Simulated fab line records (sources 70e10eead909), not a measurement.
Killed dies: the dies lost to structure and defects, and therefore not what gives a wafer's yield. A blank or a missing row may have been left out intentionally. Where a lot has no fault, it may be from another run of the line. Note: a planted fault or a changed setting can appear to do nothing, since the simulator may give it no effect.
Matching of chambers :: flow nandHarc :: NHARC_A_CHANNEL_FILL_D1_ALD_02 on aldHk-04 has 4 sister chambers
The step deposits SiO2, target thk 6 nm, pulse time 10 s, ald cycles 60. 8 wafers are shown with their chamber, then 10 later ones without.

EACH WAFER AND ITS CHAMBER
wafer: L089.4
chamber: 1
heaterPowerW (W): 447
precursorPulseHeightRel: 1.009

wafer: L089.6
chamber: 0
heaterPowerW (W): 460
precursorPulseHeightRel: 0.992

wafer: L093.2
chamber: 1
heaterPowerW (W): 451
precursorPulseHeightRel: 1.001

wafer: L093.4
chamber: 2
heaterPowerW (W): 437
precursorPulseHeightRel: 1.029

wafer: L093.6
chamber: 2
heaterPowerW (W): 440
precursorPulseHeightRel: 1.004

wafer: L093.1
chamber: 0
heaterPowerW (W): 463
precursorPulseHeightRel: 1.026

wafer: L092.2
chamber: 3
heaterPowerW (W): 532
precursorPulseHeightRel: 1.015

wafer: L092.5
chamber: 3
heaterPowerW (W): 536
precursorPulseHeightRel: 0.982

WAFERS MISSING THEIR CHAMBER
wafer: L092.6
heaterPowerW (W): 427
precursorPulseHeightRel: 0.994

wafer: L091.4
heaterPowerW (W): 456
precursorPulseHeightRel: 0.964

wafer: L091.5
heaterPowerW (W): 436
precursorPulseHeightRel: 0.983

wafer: L091.6
heaterPowerW (W): 523
precursorPulseHeightRel: 0.973

wafer: L095.1
heaterPowerW (W): 466
precursorPulseHeightRel: 1.024

wafer: L095.2
heaterPowerW (W): 462
precursorPulseHeightRel: 0.996

wafer: L095.6
heaterPowerW (W): 529
precursorPulseHeightRel: 0.985

wafer: L097.2
heaterPowerW (W): 458
precursorPulseHeightRel: 0.994

wafer: L097.5
heaterPowerW (W): 463
precursorPulseHeightRel: 1.014

wafer: L097.6
heaterPowerW (W): 448
precursorPulseHeightRel: 1.026

CHAMBER TAKEN BY EACH
wafer: L092.6
from the rows above: 2
in truth: 2

wafer: L091.4
from the rows above: can't be placed: 0 or 1
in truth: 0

wafer: L091.5
from the rows above: 2
in truth: 2

wafer: L091.6
from the rows above: 3
in truth: 3

wafer: L095.1
from the rows above: 0
in truth: 0

wafer: L095.2
from the rows above: 0
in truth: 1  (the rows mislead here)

wafer: L095.6
from the rows above: 3
in truth: 3

wafer: L097.2
from the rows above: 0
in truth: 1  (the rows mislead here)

wafer: L097.5
from the rows above: 0
in truth: 0

wafer: L097.6
from the rows above: 1
in truth: 1
Correct placement for 7 of the 10. Not placeable from these rows: 1 (in 1, the candidates include the true chamber). Placed wrongly: 2.
How it was worked out, from the rows above alone: a wafer's distance from a chamber is the root of the sum, over the readings, of the square of ((its reading less the chamber's mean) divided by the reading's scatter). The wafer belongs to the nearest chamber; if the next one is less than 2 further off, it can't be placed. Each chamber's mean is taken over the wafers shown for it. The scatter is the square root of a quotient: the sum, over the shown wafers, of each reading's squared deviation from its chamber's mean, divided by wafers minus chambers.
